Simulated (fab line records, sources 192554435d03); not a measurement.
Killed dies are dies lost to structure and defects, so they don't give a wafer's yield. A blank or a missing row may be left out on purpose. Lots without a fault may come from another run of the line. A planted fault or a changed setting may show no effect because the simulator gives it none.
Which tool did it? | flow n5_finfet | 12 lots, 36 wafers sampled, at 2 steps of a route of 1938

WHAT THE GAUGES READ, wafer by wafer
N5_BEOL_M1_OCD_MEAS_38.
lot  | measured     | on     | trench_depth_nm (nm)
L075 | day 6 16:45  | ocd-01 | 53.5 53.6 54.4
L077 | day 7 05:38  | ocd-01 | 54.2 54.0 53.7
L079 | day 7 19:48  | ocd-01 | 55.5 56.3 53.6
L081 | day 8 03:43  | ocd-02 | 56.2 54.8 55.6
L083 | day 9 05:27  | ocd-01 | 52.5 53.9 54.2
L086 | day 9 16:20  | ocd-01 | 55.3 56.0 55.8
L085 | day 9 20:44  | ocd-02 | 53.7 53.3 53.7
L091 | day 10 10:52 | ocd-01 | 56.9 53.6 55.4
L089 | day 10 11:20 | ocd-01 | 54.7 54.7 56.0
L093 | day 11 08:50 | ocd-01 | 54.2 53.2 55.6
L095 | day 11 15:43 | ocd-01 | 53.2 53.6 53.7
L097 | day 12 04:37 | ocd-01 | 54.0 54.3 56.0

WHICH TOOL RAN EACH LOT (tool, then ch and the chambers of the sampled wafers, then the start)
lot  | N5_BEOL_M1_TRENCH_ETCH_37
L075 | rie_diel-03 ch 0,1,2, day 6 16:45 or earlier
L077 | rie_diel-03 ch 0,1,2, day 7 05:38 or earlier
L079 | rie_diel-06 ch 0,1,2, day 7 19:48 or earlier
L081 | rie_diel-06 ch 2,3, day 8 03:43 or earlier
L083 | rie_diel-03 ch 0,1,3, day 9 05:27 or earlier
L086 | rie_diel-06 ch 0,3, day 9 16:20 or earlier
L085 | rie_diel-03 ch 0,1, day 9 20:44 or earlier
L091 | rie_diel-02 ch 1,2,3, day 10 10:52 or earlier
L089 | rie_diel-06 ch 0,2,3, day 10 11:20 or earlier
L093 | rie_diel-02 ch 0,2,3, day 11 08:50 or earlier
L095 | rie_diel-06 ch 0,1, day 11 15:43 or earlier
L097 | rie_diel-02 ch 0,1,2, day 12 04:37 or earlier
- N5_BEOL_M1_TRENCH_ETCH_37: etches SiOC in C4F6/O2, target depth 55.207 nm, time 29 s.

THE ANSWER, worked out from the rows above alone
Rule: what is usual is taken from the lots themselves. Put in order of their means at a reading, lots are off if they are a third of the lots or fewer, leave a main group of 4 or more, and stand apart from it by a gap of 3 or more times the standard deviation of the main group's means; of several such gaps the widest counts. A main group whose means are all the same, to the digits that the tables above print for the reading, isn't used. A lot without any number at a reading at which 4 lots or more have one is off too. The other lots that the step has rows for count as sound.
No lot is off at any reading shown: from this, nothing can be told.

WHAT THE SIMULATOR HAD PUT IN
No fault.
